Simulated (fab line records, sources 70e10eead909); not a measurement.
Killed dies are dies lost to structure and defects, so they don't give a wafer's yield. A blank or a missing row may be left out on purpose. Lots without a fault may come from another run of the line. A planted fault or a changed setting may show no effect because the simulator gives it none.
fab line records | flow nand_harc | part 2 of 2: steps 26 to 35 of 35
record lots=5 wafers=15 last_day=31
route steps=1302 shown P_GATE@154
lots that met no fault: from a run of the same line without faults
start_h: hours from the record's first day to the start of the lot's first wafer shown | wait_h: hours since the lot's step before | " the same as in the row above | L1.1+2: a row that stands for several wafers | - no value, or no start given | * or withheld: withheld | < > ~ a bound
route shown NAME@n: a module of which the file shows steps, and the number in the route of the first | usual: mean/standard deviation of fault-free wafers | same: alike in all rows | chamber/n: place in a boat | sites: the reading at each site | _std_site: their standard deviation | _edge_site: outer sites' mean less inner sites' | radius_mm: how far each site lies from the wafer's centre | mask NAME#n: copy n | behind: the tool/chamber that last shaped the wafer | hold: why the lot was held/for how many hours/how that ended | device: the transistor (n, p or np) that didn't switch | end of line: the same wafers' tests at the end of the route | a step without rows: its recipe alone | killed: dies lost to structure and defects at the first sort, not the wafer's yield | map: a wafer's dies, x killed, . not, _ none there
set.NAME: the setting as run; set.NAME@STEP: as run at that earlier step | model.NAME: the simulator's own value behind a step, which no gauge read
lots at some steps of the route; a table a step, a row a wafer
services: from which hour (start_h, from the record's first day; less than 0 if before it) a tool's chamber was out of use, for how many hours, and why
## steps
# step NHARC_P_GATE_COAT_53
# recipe spin_rpm=3000
# usual resist_line_temp_C=23.01/0.1
# columns lot.wafer tool chamber start_h wait_h resist_line_temp_C
L080.1 litho_track-03 0 - - 22.96
L080.2 " 0 " " 23.03
L080.4 " 0 " " 23.01
L085.1 litho_track-02 0 - - 22.88
L085.2 " 0 " " 22.89
L085.6 " 0 " " 23.07
L088.1 litho_track-02 0 - - 22.98
L088.3 " 0 " " 22.90
L088.6 " 0 " " 23.01
L090.4 litho_track-07 0 - - 22.89
L090.5 " 0 " " 22.86
L090.6 " 0 " " 22.86
L091.1 litho_track-02 0 - - 22.88
L091.5 " 0 " " 23.04
L091.6 " 0 " " 22.84
# step NHARC_P_GATE_SOFTBAKE_54
# recipe temp_c=122 time_s=95
# usual resist_line_temp_C=23.01/0.11
# columns lot.wafer tool chamber start_h wait_h resist_line_temp_C
L080.1 litho_track-03 0 - - 22.96
L080.2 " 0 " " 22.77
L080.4 " 0 " " 22.84
L085.1 litho_track-02 0 - - 22.72
L085.2 " 0 " " 22.85
L085.6 " 0 " " 22.97
L088.1 litho_track-02 0 - - 22.78
L088.3 " 0 " " 22.86
L088.6 " 0 " " 22.94
L090.4 litho_track-07 0 - - 23.20
L090.5 " 0 " " 22.94
L090.6 " 0 " " 23.03
L091.1 litho_track-02 0 - - 22.90
L091.5 " 0 " " 23.15
L091.6 " 0 " " 22.94
# step NHARC_P_GATE_EBR_55
# usual resist_line_temp_C=23.00/0.11
# columns lot.wafer tool chamber start_h wait_h resist_line_temp_C
L080.1 litho_track-03 0 - - 22.98
L080.2 " 0 " " 22.92
L080.4 " 0 " " 23.05
L085.1 litho_track-02 0 - - 23.00
L085.2 " 0 " " 23.14
L085.6 " 0 " " 23.25
L088.1 litho_track-02 0 - - 22.97
L088.3 " 0 " " 22.96
L088.6 " 0 " " 22.85
L090.4 litho_track-07 0 - - 23.04
L090.5 " 0 " " 23.00
L090.6 " 0 " " 22.89
L091.1 litho_track-02 0 - - 23.12
L091.5 " 0 " " 22.88
L091.6 " 0 " " 23.17
# step NHARC_P_GATE_EXPOSE_56
# recipe na=0.6 target_cd_nm=720 dose_mj=14.81 mask_id=P_PSD
# columns lot.wafer tool chamber start_h wait_h mask
L080.1+2+4 krf_scanner-02 0 173.84 - P_PSD#0
L085.1+2+6 krf_scanner-02 0 217.55 - P_PSD#0
L088.1+3+6 krf_scanner-02 0 257.05 - P_PSD#0
L090.4+5+6 krf_scanner-03 0 273.57 - P_PSD#0
L091.1+5+6 krf_scanner-02 0 281.19 - P_PSD#0
# step NHARC_P_GATE_PEB_57
# recipe peb_temp_c=118 peb_time_s=85
# usual resist_line_temp_C=23.00/0.11
# columns lot.wafer tool chamber start_h wait_h resist_line_temp_C
L080.1 litho_track-02 0 173.91 0.1 23.00
L080.2 " 0 " " 22.99
L080.4 " 0 " " 22.96
L085.1 litho_track-03 0 217.62 0.1 22.99
L085.2 " 0 " " 22.80
L085.6 " 0 " " 23.02
L088.1 litho_track-03 0 257.12 0.1 22.86
L088.3 " 0 " " 22.99
L088.6 " 0 " " 23.08
L090.4 litho_track-02 0 273.62 0.0 22.88
L090.5 " 0 " " 23.07
L090.6 " 0 " " 23.15
L091.1 litho_track-07 0 281.26 0.1 23.07
L091.5 " 0 " " 23.14
L091.6 " 0 " " 23.10
# step NHARC_P_GATE_DEVELOP_58
# recipe time_s=70
# usual resist_line_temp_C=22.99/0.1
# columns lot.wafer tool chamber start_h wait_h resist_line_temp_C
L080.1 litho_track-02 0 - - 23.05
L080.2 " 0 " " 23.05
L080.4 " 0 " " 23.09
L085.1 litho_track-03 0 - - 23.01
L085.2 " 0 " " 22.88
L085.6 " 0 " " 22.97
L088.1 litho_track-03 0 - - 23.02
L088.3 " 0 " " 23.13
L088.6 " 0 " " 22.92
L090.4 litho_track-02 0 - - 22.84
L090.5 " 0 " " 22.86
L090.6 " 0 " " 22.94
L091.1 litho_track-07 0 - - 23.01
L091.5 " 0 " " 23.15
L091.6 " 0 " " 22.98
# step NHARC_P_GATE_CD_MEAS_59
# recipe target_cd_nm=720 landing_energy_ev=500
# usual cd_nm=719.3/1.5
# columns lot.wafer tool chamber start_h wait_h cd_nm
L080.1 cd_sem-02 0 174.00 - 720.3
L080.2 " 0 " " 721.4
L080.4 " 0 " " 719.8
L085.1 cd_sem-02 0 217.71 - 719.6
L085.2 " 0 " " 721.2
L085.6 " 0 " " 718.5
L088.1 cd_sem-03 0 257.21 - 717.5
L088.3 " 0 " " 720.7
L088.6 " 0 " " 717.1
L090.4 cd_sem-02 0 273.72 - 719.3
L090.5 " 0 " " 717.4
L090.6 " 0 " " 719.5
L091.1 cd_sem-03 0 281.35 - 718.5
L091.5 " 0 " " 717.8
L091.6 " 0 " " 720.9
# step NHARC_P_GATE_HARDBAKE_60
# recipe temp_c=125 time_s=80
# usual resist_line_temp_C=23.01/0.12
# columns lot.wafer tool chamber start_h wait_h resist_line_temp_C
L080.1 litho_track-03 0 174.08 - 23.08
L080.2 " 0 " " 22.94
L080.4 " 0 " " 22.93
L085.1 litho_track-02 0 217.79 - 22.81
L085.2 " 0 " " 22.81
L085.6 " 0 " " 22.86
L088.1 litho_track-02 0 257.29 - 23.02
L088.3 " 0 " " 22.93
L088.6 " 0 " " 22.93
L090.4 litho_track-03 0 273.80 - 23.01
L090.5 " 0 " " 23.20
L090.6 " 0 " " 23.15
L091.1 litho_track-07 0 281.43 - 22.92
L091.5 " 0 " " 22.88
L091.6 " 0 " " 22.93
# step NHARC_P_GATE_DESCUM_61
# recipe time_s=3 o2_flow_sccm=200 ar_flow_sccm=0 bias_power_w=0 chemistry=O2
# usual drypump_motor_current_A=5.6/0.55 o2_flow_sccm=199.9/0.58 oes_product_au=0.998/0.0071 rf_vpp_V=57.8/0.91 showerhead_plenum_p_Torr=1.95/0.067 throttle_valve_pct=11.312/0.01
# columns lot.wafer tool chamber start_h wait_h drypump_motor_current_A o2_flow_sccm oes_product_au rf_hours_counter_h rf_vpp_V showerhead_plenum_p_Torr throttle_valve_pct
L080.2 rie_diel-02 2 174.16 - 6.4 199.7 0.993 5.8 57.4 1.97 11.316
L080.4 " 0 " " 5.8 200.3 0.984 5.8 57.6 1.92 11.314
L080.1 " 1 " " 5.1 199.6 0.987 6.7 58.4 2.03 11.308
L085.2 rie_diel-13 2 217.89 - 5.5 200.1 1.002 2.3 56.1 1.83 11.318
L085.1 " 3 " " 5.9 198.3 1.002 1.6 56.7 1.90 11.313
L085.6 " 0 " " 5.6 199.6 1.009 - 56.8 1.85 11.314
L088.3 rie_diel-02 3 257.37 - 6.3 199.4 0.998 1.6 58.4 2.06 11.319
L088.1 " 1 " " 5.0 199.4 1.001 1.6 57.6 2.03 11.310
L088.6 " 1 " " 5.0 199.4 1.005 - 58.8 2.03 11.316
L090.4 rie_diel-04 1 273.89 - 5.6 200.4 0.994 5.6 57.0 1.93 11.315
L090.6 " 3 " " 5.9 198.8 0.997 - 60.3 2.01 11.304
L090.5 " 0 " " 4.9 200.0 0.995 - 58.1 1.87 11.325
L091.1 rie_diel-04 3 281.52 - 5.9 200.0 0.995 4.8 58.2 2.01 11.314
L091.6 " 2 " " 5.0 198.4 1.008 - 56.8 1.99 11.321
L091.5 " 3 " " 5.9 200.0 0.999 - 60.1 2.01 11.317
# step NHARC_P_GATE_IMPLANT_62
# recipe energy_kev=20 dose_cm2=3e+15 tilt_deg=7
# columns lot.wafer tool chamber start_h wait_h
L080.1+2+4 implanter-02 0 174.30 0.1
L085.1+2+6 implanter-02 0 218.02 0.1
L088.1+3+6 implanter-02 0 257.55 0.1
L090.4+5+6 implanter-02 0 274.11 0.2
L091.1+5+6 implanter-01 0 281.66 0.1
## services
# columns tool chamber start_h hours kind
rie_diel-13 - 141.26 5.3 repair
implanter-02 - 146.00 13.0 pm
rie_diel-04 0 150.28 12.6 repair
rie_diel-02 1 152.09 4.5 repair
plasma_asher-01 - 165.00 9.0 pm
rie_diel-13 - 165.00 9.0 pm
rie_diel-02 1 176.49 7.0 repair
wet_bench-09 - 176.80 8.0 pm
rie_diel-04 - 177.90 9.0 pm
implanter-02 - 181.13 1.1 repair
rie_diel-02 0 197.40 27.1 repair
rie_diel-02 - 216.80 9.0 pm
litho_track-02 - 227.00 7.0 pm
rie_diel-04 2 236.62 2.5 repair
wet_bench-09 - 239.29 63.0 repair
rie_diel-04 0 243.84 4.1 repair
wet_bench-02 - 244.01 8.0 pm
rie_diel-04 2 249.23 6.3 repair
litho_track-07 - 251.00 7.0 pm
implanter-02 - 252.43 4.3 repair
krf_scanner-02 - 257.82 2.0 repair
krf_scanner-02 - 266.00 4.0 pm
litho_track-03 - 275.00 7.0 pm
wet_bench-01 - 277.60 8.0 pm
